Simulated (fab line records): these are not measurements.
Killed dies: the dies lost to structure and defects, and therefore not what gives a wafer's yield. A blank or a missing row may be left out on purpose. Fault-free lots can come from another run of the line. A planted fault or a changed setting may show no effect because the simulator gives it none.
fab line records ; flow n5-finfet ; part 1 of 2: steps 1 to 4 of 6
record: lots: 18; wafers: 54; last-day: 18
route steps=1938 shown MOL_CONTACT_COAG@560 BEOL_M0_SAQP@659
lots that met no fault: taken from a fault-free run of the same line
start-h: hours from the record's first day to the start of the lot's first wafer shown ; wait-h: hours from the lot's prior step to this one ; " repeats the value in the row above ; L1.1+2: several wafers, shown together as one row ; - no value present, or no start provided ; * or withheld: withheld ; < > ~ a bound
route shown NAME@n: NAME is a module with steps in the file, n the number in the route of the first one ; usual: mean and standard deviation over wafers with no fault ; same: alike in all rows ; chamber/n: place in a boat ; sites: each site's reading ; _std_site: how widely they spread, as a standard deviation ; _edge_site: the outer-site mean with the inner-site mean subtracted ; radius-mm: how far each site lies from the wafer's centre ; mask NAME#n: copy n ; behind: the last tool/chamber to shape the wafer ; hold: why the lot was held/for how many hours/how that ended ; device: transistor that didn't switch, given as n, p or np ; end of line: the route-end tests of the same wafers ; a step without rows: its recipe alone ; killed: dies that structure and defects cost at the first sort, which is not the same as the wafer's yield ; map: shows each die of a wafer: x if killed, . if not, _ if none is there
set.NAME: the setting as run; set.NAME@STEP: as run at that earlier step ; model.NAME: the simulator's own value behind a step, which no gauge read
steps of the route over a sample of lots; a table a step, a row a wafer
services: a tool's chamber out of use, with start hour (start-h, from the record's first day; less than 0 if before it), hours out, and reason
== steps ==
step: N5_MOL_CONTACT_COAG_CMP_28
recipe: stop-on: SiNx; t-overpolish-s: 0.85; post-cmp-clean: alkaline-brush; down-force-psi: 4.15; platen-rpm: 51.8; pad-velocity-m-s: 1.0307; target-thk-nm: 14.522
usual: motor-current-A: 11.5/1.3; slurry-flow-ml-min: 149.9/0.46; time-to-endpoint-s: 4.5/2.4
lot.wafer;tool;chamber;start-h;wait-h;motor-current-A;slurry-flow-ml-min;time-to-endpoint-s
L074.4;cmp-02;2;96.93;0.9;12.5;149.7;5.5
L074.6;cmp-02;0;96.93;0.9;11.0;150.2;7.8
L074.5;cmp-02;1;96.93;0.9;13.1;150.4;4.6
L076.4;cmp-04;1;108.91;0.0;10.5;149.9;4.5
L076.3;cmp-04;2;108.91;0.0;9.8;151.2;4.7
L076.5;cmp-04;2;108.91;0.0;9.6;149.7;5.4
L078.3;cmp-04;0;122.93;0.9;9.9;150.1;3.5
L078.1;cmp-04;1;122.93;0.9;11.3;150.3;4.7
L078.6;cmp-04;3;122.93;0.9;13.3;149.0;6.8
L079.4;cmp-02;0;127.82;0.8;10.7;149.3;5.6
L079.3;cmp-02;2;127.82;0.8;12.2;150.1;4.6
L079.6;cmp-02;0;127.82;0.8;11.6;150.6;5.3
L080.4;cmp-03;0;136.85;0.9;12.0;150.0;5.1
L080.1;cmp-03;1;136.85;0.9;13.2;150.1;5.5
L080.5;cmp-03;3;136.85;0.9;12.2;149.5;4.7
L081.3;cmp-04;2;140.94;0.9;9.5;149.5;5.9
L081.1;cmp-04;3;140.94;0.9;14.0;150.4;8.0
L081.5;cmp-04;1;140.94;0.9;11.0;149.9;4.1
L082.1;cmp-04;3;144.70;0.8;13.2;149.7;4.7
L082.2;cmp-04;0;144.70;0.8;9.9;149.9;2.3
L082.3;cmp-04;1;144.70;0.8;10.8;149.9;0.0
L083.2;cmp-03;0;151.63;0.8;12.1;149.7;7.7
L083.3;cmp-03;3;151.63;0.8;12.4;150.0;8.3
L083.5;cmp-03;0;151.63;0.8;11.7;149.9;8.3
L084.3;cmp-02;1;155.02;0.8;13.6;150.6;8.5
L084.1;cmp-02;2;155.02;0.8;12.3;150.8;4.9
L084.6;cmp-02;1;155.02;0.8;13.5;150.6;4.1
L085.4;cmp-04;1;167.82;0.8;10.0;149.8;3.4
L085.3;cmp-04;2;167.82;0.8;9.9;150.9;3.6
L085.6;cmp-04;0;167.82;0.8;10.0;149.5;3.5
L086.1;cmp-04;0;168.61;0.8;10.5;149.9;2.3
L086.4;cmp-04;3;168.61;0.8;13.2;150.0;6.5
L086.5;cmp-04;1;168.61;0.8;10.6;149.7;2.2
L087.2;cmp-02;2;178.67;0.9;12.3;150.6;3.2
L087.6;cmp-02;3;178.67;0.9;11.6;150.0;3.3
L087.5;cmp-02;0;178.67;0.9;10.8;150.2;4.5
L088.4;cmp-04;2;182.84;0.8;9.8;149.3;5.5
L088.3;cmp-04;1;182.84;0.8;10.7;149.9;3.5
L088.6;cmp-04;3;182.84;0.8;14.2;149.8;8.4
L089.3;cmp-04;2;183.97;0.9;9.4;149.3;4.2
L089.4;cmp-04;3;183.97;0.9;12.6;148.8;5.6
L089.6;cmp-04;0;183.97;0.9;10.4;149.5;0.2
L093.1;cmp-02;0;207.11;0.8;10.9;149.9;3.7
L093.2;cmp-02;1;207.11;0.8;13.3;149.7;3.0
L093.5;cmp-02;3;207.11;0.8;11.3;150.3;2.4
L094.1;cmp-04;2;221.84;0.8;9.8;149.1;4.5
L094.2;cmp-04;1;221.84;0.8;10.8;149.9;3.4
L094.6;cmp-04;2;221.84;0.8;9.6;149.7;4.1
L096.2;cmp-04;3;230.97;0.8;13.7;150.7;7.0
L096.1;cmp-04;0;230.97;0.8;9.8;149.5;4.1
L096.3;cmp-04;1;230.97;0.8;11.1;149.5;0.0
L097.2;cmp-04;0;237.91;0.8;10.0;150.1;1.0
L097.4;cmp-04;1;237.91;0.8;10.7;149.7;0.3
L097.6;cmp-04;0;237.91;0.8;10.4;149.9;0.5
step: N5_MOL_CONTACT_COAG_VIA_ETCH_46
recipe: chemistry: C4F6/O2; target-depth-a: 460; overetch-a: 92; mask-material: SOC; target: SiO2; bias-w: 455; pressure-mtorr: 10; time-s: 40; source-w: 325; Ar_flow_sccm: 300; C4F6_flow_sccm: 10; O2_flow_sccm: 10; ion-energy-ev: 575.3; ends: end-point
usual: drypump-motor-current-A: 5.8/0.43; oes-product-au: 0.70/0.08; rf-vpp-V: 1591/30; showerhead-plenum-p-Torr: 2.86/0.11; throttle-valve-pct: 40.8/0.5
lot.wafer;tool;chamber;start-h;wait-h;drypump-motor-current-A;oes-product-au;rf-hours-counter-h;rf-vpp-V;showerhead-plenum-p-Torr;throttle-valve-pct
L074.4;rie-diel-03;0;98.81;0.0;5.8;0.65;184;1624;2.94;40.1
L074.5;rie-diel-03;3;98.81;0.0;5.5;0.62;-;1532;2.80;41.3
L074.6;rie-diel-03;0;98.81;0.0;5.8;0.65;-;1624;2.94;40.1
L076.3;rie-diel-05;1;110.88;0.0;5.6;0.64;181;1607;2.71;40.5
L076.4;rie-diel-05;3;110.88;0.0;5.7;0.65;-;1606;2.81;40.3
L076.5;rie-diel-05;0;110.88;0.0;6.6;0.75;-;1601;2.98;41.1
L078.1;rie-diel-03;2;127.42;0.0;5.9;0.63;219;1541;2.71;40.6
L078.3;rie-diel-03;1;127.42;0.0;5.8;0.81;11;1605;2.87;40.6
L078.6;rie-diel-03;3;127.42;0.0;5.6;0.88;-;1531;2.79;40.7
L079.3;rie-diel-04;3;130.48;0.0;5.7;0.62;233;1605;2.90;40.8
L079.4;rie-diel-04;0;130.48;0.0;6.4;0.65;221;1548;2.94;42.1
L079.6;rie-diel-04;0;130.48;0.0;6.4;0.66;-;1548;2.94;42.1
L080.1;rie-diel-04;2;139.00;0.0;5.5;0.66;167;1637;2.72;40.9
L080.4;rie-diel-04;1;139.00;0.0;6.1;0.78;47;1599;2.89;40.8
L080.5;rie-diel-04;2;139.00;0.0;5.5;0.66;-;1634;2.72;40.9
L081.1;rie-diel-05;0;142.90;0.0;6.6;0.74;92;1600;2.98;41.1
L081.3;rie-diel-05;2;142.90;0.0;5.1;0.85;7;1568;3.04;40.7
L081.5;rie-diel-05;2;142.90;0.0;5.1;0.85;-;1568;3.04;40.8
L082.1;rie-diel-04;2;146.58;0.0;5.5;0.65;170;1634;2.72;40.9
L082.2;rie-diel-04;1;146.58;0.0;6.1;0.77;50;1599;2.89;40.8
L082.3;rie-diel-04;0;146.58;0.0;6.4;0.64;227;1548;2.93;42.1
L083.2;rie-diel-03;3;153.63;0.0;5.5;0.83;11;1530;2.79;40.7
L083.3;rie-diel-03;1;153.63;0.0;5.8;0.79;20;1604;2.87;40.6
L083.5;rie-diel-03;1;153.63;0.0;5.8;0.79;-;1603;2.87;40.6
L084.1;rie-diel-03;2;157.11;0.0;5.9;0.62;229;1541;2.70;40.6
L084.3;rie-diel-03;0;157.11;0.0;5.8;0.64;206;1623;2.93;40.1
L084.6;rie-diel-03;0;157.11;0.0;5.8;0.65;-;1622;2.93;40.1
L085.3;rie-diel-05;2;170.17;0.0;5.1;0.81;-;1567;3.04;40.8
L085.4;rie-diel-05;1;170.17;0.0;5.6;0.64;-;1607;2.70;40.5
L085.6;rie-diel-05;1;170.17;0.0;5.6;0.65;-;1605;2.70;40.5
L086.1;rie-diel-05;0;170.95;0.0;6.6;0.72;100;1601;2.97;41.1
L086.4;rie-diel-05;1;170.95;0.0;5.6;0.63;-;1606;2.70;40.5
L086.5;rie-diel-05;2;170.95;0.0;5.1;0.82;-;1568;3.04;40.8
L087.2;rie-diel-04;0;180.62;0.0;6.4;0.63;239;1548;2.93;42.1
L087.5;rie-diel-04;0;180.62;0.0;6.4;0.63;-;1546;2.93;42.1
L087.6;rie-diel-04;1;180.62;0.0;6.1;0.76;-;1598;2.88;40.8
L088.3;rie-diel-04;0;186.11;0.0;6.4;0.63;242;1548;2.93;42.1
L088.4;rie-diel-04;1;186.11;0.0;6.1;0.76;-;1600;2.88;40.8
L088.6;rie-diel-04;0;186.11;0.0;6.4;0.63;-;1546;2.93;42.1
L089.3;rie-diel-05;3;187.36;0.0;5.7;0.63;220;1605;2.80;40.3
L089.4;rie-diel-05;1;187.36;0.0;5.6;0.63;210;1608;2.69;40.5
L089.6;rie-diel-05;1;187.36;0.0;5.6;0.64;-;1605;2.69;40.5
L093.1;rie-diel-05;1;208.97;0.0;5.6;0.62;216;1606;2.69;40.5
L093.2;rie-diel-05;2;208.97;0.0;5.1;0.79;29;1567;3.03;40.8
L093.5;rie-diel-05;1;208.97;0.0;5.6;0.62;-;1604;2.69;40.5
L094.1;rie-diel-03;1;224.11;0.0;5.8;0.76;48;1603;2.86;40.6
L094.2;rie-diel-03;3;224.11;0.0;5.5;0.80;29;1529;2.78;40.7
L094.6;rie-diel-03;0;224.11;0.0;5.8;0.63;-;1622;2.92;40.1
L096.1;rie-diel-05;3;232.70;0.0;5.7;0.61;235;1603;2.79;40.4
L096.2;rie-diel-05;0;232.70;0.0;6.6;0.71;124;1601;2.96;41.1
L096.3;rie-diel-05;1;232.70;0.0;5.6;0.61;226;1604;2.69;40.5
L097.2;rie-diel-03;2;240.71;0.0;5.8;0.86;3;1567;3.03;40.8
L097.4;rie-diel-03;0;240.71;0.0;5.8;0.61;238;1623;2.92;40.1
L097.6;rie-diel-03;0;240.71;0.0;5.8;0.62;-;1621;2.92;40.1
step: N5_MOL_CONTACT_COAG_STRIP_96
recipe: chemistry: N2/H2; power-w: 500; temp-c: 40; pressure-mtorr: 50; rf-frequency-hz: 6e+07; overash-fraction: 0.3; bias-power-w: 28; h2-frac: 0.5; n2-flow-sccm: 300; h2-flow-sccm: 300
usual: drypump-motor-current-A: 5.8/0.43; h2-flow-sccm: 299.9/0.88; oes-product-au: 0.78/0.094; power-w: 500.2/1.7; rf-vpp-V: 121.9/1.3; showerhead-plenum-p-Torr: 3.38/0.13; throttle-valve-pct: 18.9/0.36
lot.wafer;tool;chamber;start-h;wait-h;drypump-motor-current-A;h2-flow-sccm;oes-product-au;power-w;rf-hours-counter-h;rf-vpp-V;showerhead-plenum-p-Torr;throttle-valve-pct
L074.4;rie-diel-03;0;98.87;0.0;5.8;299.0;0.72;500.0;184;122.2;3.46;18.3
L074.5;rie-diel-03;3;98.87;0.0;5.5;300.5;0.69;500.7;-;120.8;3.28;19.1
L074.6;rie-diel-03;0;98.87;0.0;5.8;298.8;0.72;497.3;-;121.0;3.47;18.3
L076.3;rie-diel-05;1;110.95;0.0;5.6;301.7;0.74;497.8;181;122.0;3.21;18.7
L076.4;rie-diel-05;3;110.95;0.0;5.7;299.8;0.72;498.9;-;121.6;3.33;18.6
L076.5;rie-diel-05;0;110.95;0.0;6.6;299.7;0.84;501.2;-;124.9;3.55;19.0
L078.1;rie-diel-03;2;127.49;0.0;5.9;298.9;0.70;500.3;219;120.5;3.18;18.4
L078.3;rie-diel-03;1;127.49;0.0;5.8;298.0;0.91;499.8;11;122.6;3.45;19.3
L078.6;rie-diel-03;3;127.49;0.0;5.5;299.5;0.99;499.9;-;122.9;3.27;18.6
L079.3;rie-diel-04;3;130.55;0.0;5.7;300.6;0.70;500.4;233;123.3;3.45;18.9
L079.4;rie-diel-04;0;130.55;0.0;6.4;301.2;0.73;502.1;221;122.5;3.43;19.7
L079.6;rie-diel-04;0;130.55;0.0;6.4;300.7;0.71;502.4;-;123.2;3.43;19.7
L080.1;rie-diel-04;2;139.07;0.0;5.5;299.0;0.73;500.2;167;120.4;3.23;18.9
L080.4;rie-diel-04;1;139.07;0.0;6.1;300.1;0.87;501.0;47;121.3;3.42;18.6
L080.5;rie-diel-04;2;139.07;0.0;5.5;299.2;0.73;499.0;-;120.4;3.23;18.9
L081.1;rie-diel-05;0;142.97;0.0;6.6;299.1;0.84;500.0;92;121.4;3.54;19.0
L081.3;rie-diel-05;2;142.97;0.0;5.1;300.2;0.95;502.5;7;121.1;3.60;18.8
L081.5;rie-diel-05;2;142.97;0.0;5.1;299.1;0.95;502.3;-;121.2;3.60;18.8
L082.1;rie-diel-04;2;146.65;0.0;5.5;300.5;0.73;499.3;170;121.4;3.23;18.9
L082.2;rie-diel-04;1;146.65;0.0;6.1;299.6;0.88;499.0;50;123.1;3.42;18.6
L082.3;rie-diel-04;0;146.65;0.0;6.4;299.6;0.72;500.0;227;122.4;3.43;19.7
L083.2;rie-diel-03;3;153.70;0.0;5.5;301.9;0.95;502.7;11;121.6;3.27;18.6
L083.3;rie-diel-03;1;153.70;0.0;5.8;299.6;0.88;503.4;20;122.4;3.45;19.3
L083.5;rie-diel-03;1;153.70;0.0;5.8;299.5;0.89;501.9;-;123.1;3.45;19.3
L084.1;rie-diel-03;2;157.18;0.0;5.9;300.6;0.69;501.4;229;122.4;3.17;18.4
L084.3;rie-diel-03;0;157.18;0.0;5.8;300.0;0.69;502.3;206;120.8;3.45;18.3
L084.6;rie-diel-03;0;157.18;0.0;5.8;300.0;0.70;500.7;-;122.6;3.45;18.4
L085.3;rie-diel-05;2;170.26;0.1;5.1;301.0;0.91;503.3;-;124.8;3.59;18.8
L085.4;rie-diel-05;1;170.26;0.1;5.6;299.8;0.72;502.2;-;119.8;3.19;18.8
L085.6;rie-diel-05;1;170.26;0.1;5.6;299.8;0.71;503.6;-;119.5;3.19;18.8
L086.1;rie-diel-05;0;171.02;0.0;6.6;298.2;0.82;499.5;100;123.4;3.54;19.0
L086.4;rie-diel-05;1;171.02;0.0;5.6;301.4;0.71;497.4;-;123.6;3.19;18.8
L086.5;rie-diel-05;2;171.02;0.0;5.1;299.3;0.91;500.7;-;122.8;3.59;18.8
L087.2;rie-diel-04;0;180.68;0.0;6.4;300.7;0.70;497.8;239;121.0;3.42;19.7
L087.5;rie-diel-04;0;180.68;0.0;6.4;299.4;0.71;497.1;-;122.5;3.42;19.7
L087.6;rie-diel-04;1;180.68;0.0;6.1;299.0;0.86;498.5;-;121.0;3.42;18.6
L088.3;rie-diel-04;0;186.18;0.0;6.4;300.5;0.70;499.4;242;123.1;3.42;19.7
L088.4;rie-diel-04;1;186.18;0.0;6.1;300.8;0.85;498.1;-;121.3;3.41;18.6
L088.6;rie-diel-04;0;186.18;0.0;6.4;298.0;0.71;499.6;-;121.6;3.42;19.7
L089.3;rie-diel-05;3;187.43;0.0;5.7;299.3;0.69;498.0;220;121.2;3.32;18.7
L089.4;rie-diel-05;1;187.43;0.0;5.6;299.8;0.69;501.0;210;121.4;3.19;18.8
L089.6;rie-diel-05;1;187.43;0.0;5.6;300.3;0.71;501.5;-;119.8;3.19;18.8
L093.1;rie-diel-05;1;209.04;0.0;5.6;299.9;0.70;501.5;216;121.6;3.19;18.8
L093.2;rie-diel-05;2;209.04;0.0;5.1;300.6;0.89;499.9;29;121.8;3.59;18.8
L093.5;rie-diel-05;1;209.04;0.0;5.6;299.2;0.70;502.2;-;122.5;3.19;18.8
L094.1;rie-diel-03;1;224.18;0.0;5.8;298.7;0.85;502.4;48;121.1;3.43;19.4
L094.2;rie-diel-03;3;224.18;0.0;5.6;299.5;0.90;500.5;30;121.0;3.26;18.7
L094.6;rie-diel-03;0;224.18;0.0;5.8;301.0;0.68;502.8;-;123.3;3.44;18.4
L096.1;rie-diel-05;3;232.77;0.0;5.7;299.7;0.68;500.9;235;120.9;3.31;18.7
L096.2;rie-diel-05;0;232.77;0.0;6.6;299.2;0.79;501.6;124;123.3;3.52;19.1
L096.3;rie-diel-05;1;232.77;0.0;5.7;300.4;0.68;501.3;226;120.5;3.18;18.8
L097.2;rie-diel-03;2;240.77;0.0;5.9;299.7;0.97;500.5;3;122.7;3.56;18.1
L097.4;rie-diel-03;0;240.77;0.0;5.8;300.3;0.68;500.9;238;122.6;3.44;18.4
L097.6;rie-diel-03;0;240.77;0.0;5.8;301.4;0.67;499.9;-;121.3;3.44;18.4
step: N5_MOL_CONTACT_COAG_ETCH_65
recipe: chemistry: N2/H2; target: underlayer; target-depth-a: 130; mask-material: CAR-EUV; time-s: 10.4; ion-energy-ev: 200; pressure-mtorr: 30; source-w: 840; bias-w: 150; n2-flow-sccm: 200; h2-flow-sccm: 200; ends: cleared
usual: drypump-motor-current-A: 5.8/0.42; etch-rf-on-time-s: 10.49/0.22; h2-flow-sccm: 200.0/0.63; oes-product-au: 0.67/0.08; rf-vpp-V: 524.3/3; showerhead-plenum-p-Torr: 2.56/0.11; throttle-valve-pct: 17.79/0.22
lot.wafer;tool;chamber;start-h;wait-h;drypump-motor-current-A;etch-rf-on-time-s;h2-flow-sccm;oes-product-au;rf-hours-counter-h;rf-vpp-V;showerhead-plenum-p-Torr;throttle-valve-pct
L074.4;rie-diel-03;2;99.74;0.0;5.9;11.05;198.7;0.59;209;519.8;2.40;17.58
L074.5;rie-diel-03;0;99.74;0.0;5.8;10.86;200.4;0.61;-;526.4;2.63;17.39
L074.6;rie-diel-03;3;99.74;0.0;5.5;10.77;200.0;0.58;-;522.2;2.48;18.11
L076.3;rie-diel-04;1;111.94;0.0;6.1;10.29;200.4;0.76;36;525.0;2.60;17.64
L076.4;rie-diel-04;2;111.94;0.0;5.5;10.42;200.2;0.63;158;519.7;2.44;17.84
L076.5;rie-diel-04;2;111.94;0.0;5.5;10.50;199.8;0.63;-;520.7;2.44;17.84
L078.1;rie-diel-03;1;128.32;0.0;5.8;10.47;200.1;0.78;11;525.3;2.62;18.02
L078.3;rie-diel-03;0;128.32;0.0;5.8;10.91;200.2;0.61;195;527.9;2.62;17.41
L078.6;rie-diel-03;1;128.32;0.0;5.8;10.55;199.7;0.77;-;525.1;2.62;18.03
L079.3;rie-diel-04;1;131.51;0.0;6.1;10.16;200.0;0.75;44;524.2;2.60;17.64
L079.4;rie-diel-04;2;131.51;0.0;5.5;10.42;199.8;0.63;164;520.9;2.44;17.85
L079.6;rie-diel-04;0;131.51;0.0;6.4;10.39;200.0;0.61;-;526.1;2.60;18.38
L080.1;rie-diel-03;1;139.81;0.0;5.8;10.22;199.3;0.78;15;525.1;2.61;18.01
L080.4;rie-diel-03;3;139.81;0.0;5.5;10.33;199.9;0.82;6;521.9;2.47;17.62
L080.5;rie-diel-03;1;139.81;0.0;5.8;10.35;199.7;0.76;-;525.0;2.61;17.99
L081.1;rie-diel-04;0;143.88;0.0;6.4;10.35;200.6;0.61;226;524.9;2.60;18.38
L081.3;rie-diel-04;1;143.88;0.0;6.1;10.19;201.0;0.75;48;527.4;2.59;17.65
L081.5;rie-diel-04;2;143.88;0.0;5.5;10.47;200.1;0.62;-;521.3;2.44;17.87
L082.1;rie-diel-05;1;147.39;0.0;5.6;10.71;200.5;0.60;195;522.0;2.42;17.79
L082.2;rie-diel-05;3;147.39;0.0;5.7;10.30;200.5;0.61;207;523.2;2.51;17.77
L082.3;rie-diel-05;2;147.39;0.0;5.1;10.34;200.1;0.80;9;530.1;2.73;17.53
L083.2;rie-diel-03;1;154.57;0.0;5.8;10.41;199.6;0.76;21;526.0;2.61;18.01
L083.3;rie-diel-03;3;154.57;0.0;5.5;10.44;199.9;0.80;11;523.7;2.47;17.64
L083.5;rie-diel-03;2;154.57;0.0;5.9;10.82;200.9;0.59;-;520.6;2.40;17.62
L084.1;rie-diel-03;1;158.92;0.0;5.8;10.54;199.9;0.75;22;525.3;2.61;18.00
L084.3;rie-diel-03;3;158.92;0.0;5.5;10.39;200.6;0.80;12;523.0;2.47;17.64
L084.6;rie-diel-03;2;158.92;0.0;5.9;10.96;199.0;0.58;-;520.6;2.39;17.62
L085.3;rie-diel-05;2;171.22;0.0;5.1;10.41;200.3;0.78;16;528.8;2.73;17.57
L085.4;rie-diel-05;2;171.22;0.0;5.1;10.36;199.5;0.78;-;526.2;2.73;17.56
L085.6;rie-diel-05;0;171.22;0.0;6.6;10.64;200.3;0.69;-;527.7;2.68;17.96
L086.1;rie-diel-05;0;172.28;0.0;6.6;10.53;199.3;0.69;101;526.6;2.68;17.94
L086.4;rie-diel-05;0;172.28;0.0;6.6;10.58;199.7;0.69;-;526.3;2.68;17.95
L086.5;rie-diel-05;2;172.28;0.0;5.1;10.33;200.0;0.78;-;527.6;2.73;17.57
L087.2;rie-diel-05;0;181.50;0.0;6.6;10.61;201.1;0.68;105;527.4;2.68;17.95
L087.5;rie-diel-05;3;181.50;0.0;5.7;10.36;199.4;0.60;-;523.1;2.51;17.78
L087.6;rie-diel-05;0;181.50;0.0;6.6;10.79;200.5;0.68;-;527.0;2.68;17.93
L088.3;rie-diel-05;2;187.06;0.0;5.1;10.49;199.6;0.76;22;527.4;2.72;17.58
L088.4;rie-diel-05;0;187.06;0.0;6.6;10.71;200.0;0.68;107;527.6;2.68;17.96
L088.6;rie-diel-05;3;187.06;0.0;5.7;10.44;199.3;0.60;-;521.6;2.51;17.78
L089.3;rie-diel-05;2;188.54;0.0;5.1;10.29;199.9;0.77;23;528.8;2.72;17.58
L089.4;rie-diel-05;3;188.54;0.0;5.7;10.15;200.9;0.61;220;523.5;2.51;17.80
L089.6;rie-diel-05;0;188.54;0.0;6.6;10.44;200.5;0.68;-;528.3;2.68;17.95
L093.1;rie-diel-05;3;210.03;0.0;5.7;10.28;198.5;0.60;227;523.3;2.51;17.79
L093.2;rie-diel-05;0;210.03;0.0;6.6;10.52;200.6;0.68;115;526.3;2.68;17.98
L093.5;rie-diel-05;1;210.03;0.0;5.6;10.75;200.8;0.59;-;520.2;2.41;17.83
L094.1;rie-diel-03;3;224.93;0.0;5.5;10.38;199.8;0.77;30;523.3;2.47;17.65
L094.2;rie-diel-03;0;224.93;0.0;5.8;10.62;199.2;0.59;232;525.2;2.61;17.47
L094.6;rie-diel-03;1;224.93;0.0;5.8;10.40;200.4;0.71;-;524.6;2.60;18.05
L096.1;rie-diel-05;1;233.64;0.0;5.6;10.65;200.0;0.58;226;519.4;2.40;17.85
L096.2;rie-diel-05;2;233.64;0.0;5.1;10.32;200.1;0.75;37;528.2;2.72;17.59
L096.3;rie-diel-05;3;233.64;0.0;5.7;10.22;199.7;0.60;235;523.7;2.50;17.81
L097.2;rie-diel-05;1;241.66;0.0;5.6;10.72;201.2;0.58;231;519.2;2.40;17.84
L097.4;rie-diel-05;3;241.66;0.0;5.7;10.25;200.1;0.60;238;522.7;2.50;17.82
L097.6;rie-diel-05;3;241.66;0.0;5.7;10.24;200.0;0.59;-;522.2;2.50;17.81
